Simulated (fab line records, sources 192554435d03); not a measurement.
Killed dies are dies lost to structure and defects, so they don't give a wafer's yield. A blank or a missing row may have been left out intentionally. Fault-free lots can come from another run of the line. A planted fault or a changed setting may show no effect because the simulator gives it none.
fab line records | flow n5-finfet
record lots=7 wafers=39
route steps=1938 shown FIN_SAQP@108 DUMMY_GATE@246 HKMG_FIN@438 MOL_CONTACT_COAG@531
start-h: start of the lot's first displayed wafer, in hours after the record's first day | wait-h: how many hours have passed since the lot's step before this one | " as in the row above | L1.1+2: several wafers, shown together as one row | - value missing, or start not given | * or withheld: withheld | < > ~ a bound
route shown NAME@n: names a module that has steps shown in the file, with the first one's number in the route | usual: the fault-free wafers' mean and standard deviation | same: alike in all rows | chamber/n: place in a boat | sites: the reading at each site | _std_site: standard deviation across them | _edge_site: outer sites' mean less inner sites' | radius-mm: how far each site lies from the wafer's centre | mask NAME#n: copy n | behind: tool/chamber where the wafer was last shaped | hold: what put the lot on hold/how long, in hours/how the hold closed | device: transistor that didn't switch, given as n, p or np | end of line: tests of these same wafers at the route's end | where a step has no rows: the recipe by itself | killed: count of dies lost to structure and defects at first sort (not the wafer's yield) | map: a wafer's dies, marking killed ones x, the rest . and places with no die _
set.NAME: the run value of the setting; set.NAME@STEP: its run value at that earlier step | model.NAME: the simulator's own value behind a step, which no gauge read
one table per step and one row per wafer, for lots whose settings were changed on purpose
## steps
# step N5_FIN_SAQP_EXPOSE_13
# recipe mask-id=FIN_CORE na=1.35 source-shape=dipole sigma-inner=0.538 sigma-outer=0.738 polarization=te target-cd-nm=35.6 dose-mj=63.25
# columns lot.wafer tool chamber start-h wait-h mask set.dose-mj
L076.1+2+3 arfi-scanner-02 0 33.89 - FIN_CORE#0 63.25
L076.4+5+6 " 0 " " FIN_CORE#0 59.7
L081.1+4+6 arfi-scanner-01 0 63.68 - FIN_CORE#0 63.25
L081.2+3+5 " 0 " " FIN_CORE#0 66.93
L083.1+2+3+4+5+6 arfi-scanner-01 0 76.28 - FIN_CORE#0 63.25
L085.1+3+5 arfi-scanner-03 0 88.00 - FIN_CORE#0 63.25
L085.2+4+6 " 0 " " FIN_CORE#0 67.43
L088.1+3+6 arfi-scanner-01 0 106.06 - FIN_CORE#0 63.25
L088.2+4+5 " 0 " " FIN_CORE#0 65.9
L095.1+3+4 arfi-scanner-02 0 147.26 - FIN_CORE#0 66.97
L095.2+5+6 " 0 " " FIN_CORE#0 63.25
L096.1+2+5 arfi-scanner-03 0 153.45 - FIN_CORE#0 63.25
# step N5_FIN_SAQP_PEB_14
# recipe peb-temp-c=withheld peb-time-s=60 resist=CAR-ArF
# step N5_FIN_SAQP_DEVELOP_15
# recipe develop-time-s=30 developer=TMAH resist=CAR-ArF dev-temp-c=23 rinse-liquid=diw dry=air-spin
# step N5_FIN_SAQP_CD_MEAS_16
# recipe target-cd-nm=35.6 landing-energy-ev=500 detector=se-inlens
# usual cd-nm=35.66/0.27
# columns lot.wafer tool chamber start-h wait-h set.dose-mj@FIN_SAQP_EXPOSE_13 cd-nm
L076.1 cd-sem-02 0 34.02 - 63.25 35.58
L076.2 " 0 " " 63.25 35.54
L076.3 " 0 " " 63.25 35.22
L076.4 " 0 " " 59.7 36.90
L076.5 " 0 " " 59.7 36.95
L076.6 " 0 " " 59.7 37.11
L081.1 cd-sem-03 0 63.80 - 63.25 35.66
L081.2 " 0 " " 66.93 34.56
L081.3 " 0 " " 66.93 33.82
L081.4 " 0 " " 63.25 35.55
L081.5 " 0 " " 66.93 34.12
L081.6 " 0 " " 63.25 35.47
L083.1 cd-sem-03 0 76.41 - 63.25 36.24
L083.2 " 0 " " 63.25 35.89
L083.3 " 0 " " 63.25 35.80
L083.4 " 0 " " 63.25 36.32
L083.5 " 0 " " 63.25 35.85
L083.6 " 0 " " 63.25 35.86
L085.1 cd-sem-02 0 88.12 - 63.25 35.76
L085.2 " 0 " " 67.43 34.22
L085.3 " 0 " " 63.25 35.16
L085.4 " 0 " " 67.43 34.42
L085.5 " 0 " " 63.25 35.71
L085.6 " 0 " " 67.43 33.87
L088.1 cd-sem-02 0 106.19 - 63.25 35.63
L088.2 " 0 " " 65.9 34.50
L088.3 " 0 " " 63.25 35.56
L088.4 " 0 " " 65.9 35.05
L088.5 " 0 " " 65.9 34.86
L088.6 " 0 " " 63.25 35.86
L095.1 cd-sem-03 0 147.39 - 66.97 34.45
L095.2 " 0 " " 63.25 35.97
L095.3 " 0 " " 66.97 34.34
L095.4 " 0 " " 66.97 34.14
L095.5 " 0 " " 63.25 35.78
L095.6 " 0 " " 63.25 35.88
L096.1 cd-sem-01 0 153.58 - 63.25 35.41
L096.2 " 0 " " 63.25 35.72
L096.5 " 0 " " 63.25 35.49
# step N5_FIN_SAQP_ETCH_65
# recipe chemistry=CF4 target=SiO2 target-depth-a=40 ion-energy-ev=350 time-s=4.4 pressure-mtorr=10 icp-w=800 bias-w=400 cf4-flow-sccm=80
# columns lot.wafer tool chamber start-h wait-h set.time-s model.etch.depth-nm
L076.1 rie-si-06 1 36.31 0.1 4.4 3.997
L076.2 " 2 " " 4.4 3.937
L076.3 " 0 " " 3.804 3.45
L076.4 " 3 " " 4.4 4.007
L076.5 " 0 " " 3.804 3.464
L076.6 " 1 " " 3.804 3.476
L081.1 rie-si-02 2 67.15 0.1 4.4 3.922
L081.2 " 1 " " 4.4 4.049
L081.3 " 3 " " 4.4 4.012
L081.4 " 0 " " 4.4 4.118
L081.5 " 3 " " 4.4 3.996
L081.6 " 0 " " 4.4 4.119
L083.1 rie-si-06 1 79.08 0.1 3.901 3.534
L083.2 " 2 " " 4.4 3.919
L083.3 " 0 " " 3.901 3.55
L083.4 " 3 " " 4.4 3.995
L083.5 " 0 " " 3.901 3.554
L083.6 " 1 " " 4.4 3.996
L085.1 rie-si-02 2 90.38 0.1 4.4 3.915
L085.2 " 1 " " 4.4 4.015
L085.3 " 0 " " 4.4 4.11
L085.4 " 3 " " 4.4 3.998
L085.5 " 1 " " 4.4 4.016
L085.6 " 2 " " 4.4 3.94
L088.1 rie-si-06 3 108.62 0.1 4.4 4.068
L088.2 " 1 " " 4.4 4.025
L088.3 " 0 " " 4.905 4.53
L088.4 " 2 " " 4.905 4.444
L088.5 " 2 " " 4.905 4.474
L088.6 " 1 " " 4.4 4.04
L095.1+2 rie-si-06 1,0 149.76 0.1 4.4 4.022
L095.3 " 2 " " 4.703 4.268
L095.4 " 3 " " 4.703 4.313
L095.5 " 0 " " 4.4 4.047
L095.6 " 1 " " 4.703 4.331
L096.1 rie-si-02 2 156.51 0.1 4.4 3.98
L096.2 " 0 " " 4.4 4.098
L096.5 " 2 " " 4.4 3.954
# step N5_DUMMY_GATE_ETCH_32
# recipe chemistry=CF4 target=SiO2 target-depth-a=35 time-s=3.9 ion-energy-ev=350 pressure-mtorr=10 icp-w=800 bias-w=400 cf4-flow-sccm=80
# columns lot.wafer tool chamber start-h wait-h set.time-s model.etch.depth-nm
L076.1 rie-si-01 0 58.27 0.1 3.9 3.467
L076.2 " 1 " " 4.62 4.122
L076.3 " 3 " " 3.9 3.49
L076.4 " 2 " " 3.9 3.434
L076.5 " 3 " " 4.62 4.101
L076.6 " 2 " " 4.62 4.079
L081.1 rie-si-03 2 90.40 0.1 4.233 3.695
L081.2 " 0 " " 3.9 3.482
L081.3 " 1 " " 3.9 3.505
L081.4 " 3 " " 4.233 3.796
L081.5 " 1 " " 4.233 3.841
L081.6 " 0 " " 3.9 3.458
L083.1 rie-si-03 0 103.34 0.1 4.187 3.725
L083.2 " 3 " " 4.187 3.736
L083.3 " 1 " " 3.9 3.53
L083.4 " 0 " " 3.9 3.52
L083.5 " 3 " " 3.9 3.486
L083.6 " 1 " " 4.187 3.815
L085.1 rie-si-01 3 116.07 0.1 4.356 3.911
L085.2 " 2 " " 3.9 3.446
L085.3 " 0 " " 3.9 3.565
L085.4 " 1 " " 4.356 3.908
L085.5 " 3 " " 3.9 3.484
L085.6 " 2 " " 4.356 3.871
L088.1 rie-si-01 2 130.42 0.1 3.9 3.456
L088.2 " 0 " " 4.348 3.929
L088.3 " 1 " " 4.348 3.908
L088.4 " 3 " " 4.348 3.898
L088.5 " 3 " " 3.9 3.486
L088.6 " 0 " " 3.9 3.523
L095.1 rie-si-01 2 178.04 0.1 3.9 3.448
L095.2 " 0 " " 4.555 4.089
L095.3 " 3 " " 3.9 3.513
L095.4 " 1 " " 4.555 4.062
L095.5 " 0 " " 4.555 4.093
L095.6 " 3 " " 3.9 3.477
L096.1 rie-si-04 1 182.01 0.1 3.9 3.569
L096.2 " 0 " " 3.9 3.509
L096.5 " 1 " " 3.9 3.564
# step N5_HKMG_FIN_ETCH_35
# recipe chemistry=N2/H2 target=SOC target-depth-a=2158 ion-energy-ev=65 bias-w=5 source-w=3000 time-s=243.4 pressure-mtorr=30 n2-flow-sccm=200 h2-flow-sccm=200
# columns lot.wafer tool chamber start-h wait-h set.target-depth-a model.etch.depth-nm model.SOC_of_HKMG_FIN_COAT_29.thk-nm model.HKMG_FIN.feature-depth-nm
L076.1 rie-diel-06 1 85.93 0.0 2158 220.9 79.4 220.8
L076.2 " 0 " " 2158 210.3 90.8 210.4
L076.3 " 3 " " 2158 211.8 88.6 211.8
L076.4 " 2 " " 2158 211.7 89.6 211.6
L076.5 " 3 " " 2158 214.3 86.8 214.2
L076.6 " 0 " " 2158 210.5 90.8 210.4
L081.1 rie-diel-04 1 118.93 0.0 2158 211.4 90 211.4
L081.2 " 0 " " 2158 222.1 80 222
L081.3 " 2 " " 2158 220.1 81.8 220
L081.4 " 3 " " 2158 223.2 78.2 223.2
L081.5 " 3 " " 2158 223.3 78 223.2
L081.6 " 0 " " 2158 218.2 82.8 218.2
L083.1 rie-diel-03 0 131.71 0.0 2158 214.5 86.4 214.6
L083.2 " 3 " " 2053 199.8 98.8 199.8
L083.3 " 2 " " 2158 212.3 87.2 212.4
L083.4 " 1 " " 2158 205.6 94 205.6
L083.5 " 1 " " 2053 193.2 106.4 193.2
L083.6 " 2 " " 2053 202.7 96.8 202.8
L085.1 rie-diel-06 0 142.96 0.0 2158 210.1 91 210.2
L085.2 " 3 " " 1950 191.2 108.8 191.2
L085.3 " 1 " " 2158 217.6 82.2 217.6
L085.4 " 2 " " 1950 193 107 193
L085.5 " 2 " " 1950 193.8 106.6 193.8
L085.6 " 3 " " 2158 211.5 87 211.6
L088.1 rie-diel-03 1 158.30 0.0 2158 208.1 92.8 208.2
L088.2 " 0 " " 2158 215.5 85.2 215.6
L088.3 " 2 " " 2158 215.3 86 215.4
L088.4 " 1 " " 2158 207.5 93.2 207.6
L088.5 " 2 " " 2158 212.3 89 212.2
L088.6 " 0 " " 2158 214.9 87.2 214.8
L095.1 rie-diel-03 1 205.74 0.0 1968 188.5 113.8 188.4
L095.2 " 3 " " 2158 219.3 82.2 219.4
L095.3 " 0 " " 2158 214.8 86.6 214.8
L095.4 " 2 " " 1968 196.3 106.2 196.4
L095.5 " 2 " " 2158 213.4 87.8 213.4
L095.6 " 1 " " 1968 188.1 114 188
L096.1 rie-diel-06 0 212.75 0.0 2158 212.8 87.6 212.8
L096.2 " 2 " " 2158 216.1 83.6 216
L096.5 " 1 " " 2158 221.2 78.8 221.2
# step N5_MOL_CONTACT_COAG_ETCH_105
# recipe chemistry=CF4 target=SiARC target-depth-a=156 mask-material=CAR-EUV time-s=26 ion-energy-ev=80 pressure-mtorr=40 source-w=545 bias-w=36 Ar_flow_sccm=100 cf4-flow-sccm=100 ends=cleared
# usual rf-vpp-V=184.3/1.1
# columns lot.wafer tool chamber start-h wait-h set.bias-w rf-vpp-V
L076.1 rie-diel-04 1 97.64 0.0 36 185.3
L076.2 " 2 " " 32.43 173.3
L076.3 " 3 " " 32.43 170.5
L076.4 " 0 " " 36 185.8
L076.5 " 1 " " 32.43 173.7
L076.6 " 2 " " 36 184.4
L081.1 rie-diel-04 0 131.32 0.0 36 186.1
L081.2 " 1 " " 36 183.7
L081.3 " 2 " " 30.16 165.3
L081.4 " 3 " " 36 184.4
L081.5 " 2 " " 30.16 164.8
L081.6 " 3 " " 30.16 166.3
L083.1 rie-diel-06 0 145.58 0.0 31.33 169.0
L083.2 " 3 " " 31.33 168.9
L083.3 " 2 " " 31.33 166.2
L083.4 " 1 " " 36 183.3
L083.5 " 2 " " 36 184.0
L083.6 " 3 " " 36 184.8
L085.1 rie-diel-03 1 155.84 0.0 36 184.4
L085.2 " 2 " " 36 184.9
L085.3 " 0 " " 37.8 189.7
L085.4 " 0 " " 37.8 188.7
L085.5 " 1 " " 37.8 189.0
L085.6 " 2 " " 36 184.6
L088.1 rie-diel-06 3 170.23 0.0 37.78 191.5
L088.2 " 2 " " 37.78 189.0
L088.3 " 1 " " 36 184.0
L088.4 " 0 " " 36 184.8
L088.5 " 2 " " 37.78 188.8
L088.6 " 3 " " 36 184.4
L095.1 rie-diel-03 2 217.74 0.0 40.2 199.4
L095.2 " 0 " " 36 183.5
L095.3 " 3 " " 40.2 199.4
L095.4 " 2 " " 36 184.8
L095.5 " 0 " " 40.2 197.3
L095.6 " 3 " " 36 186.3
L096.1 rie-diel-04 3 225.03 0.0 36 185.2
L096.2 " 1 " " 36 185.1
L096.5 " 3 " " 36 185.5
## key
split step=N5_FIN_SAQP_EXPOSE_13 setting=dose-mj stated=63.25 by=wafer
response step=N5_FIN_SAQP_CD_MEAS_16 reading=cd-nm change=-0.24 per=1% r=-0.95
split step=N5_FIN_SAQP_ETCH_65 setting=time-s stated=4.4 by=wafer
response step=N5_FIN_SAQP_ETCH_65 reading=model.etch.depth-nm change=+0.0381 per=1% r=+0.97
split step=N5_DUMMY_GATE_ETCH_32 setting=time-s stated=3.9 by=wafer
response step=N5_DUMMY_GATE_ETCH_32 reading=model.etch.depth-nm change=+0.0351 per=1% r=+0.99
split step=N5_HKMG_FIN_ETCH_35 setting=target-depth-a stated=2158 by=wafer
response step=N5_HKMG_FIN_ETCH_35 reading=model.etch.depth-nm change=+2.45 per=1% r=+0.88
response step=N5_HKMG_FIN_ETCH_35 reading=model.SOC_of_HKMG_FIN_COAT_29.thk-nm change=-2.49 per=1% r=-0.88
response step=N5_HKMG_FIN_ETCH_35 reading=model.HKMG_FIN.feature-depth-nm change=+2.45 per=1% r=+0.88
split step=N5_MOL_CONTACT_COAG_ETCH_105 setting=bias-w stated=36 by=wafer
response step=N5_MOL_CONTACT_COAG_ETCH_105 reading=rf-vpp-V change=+1.2 per=1% r=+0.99
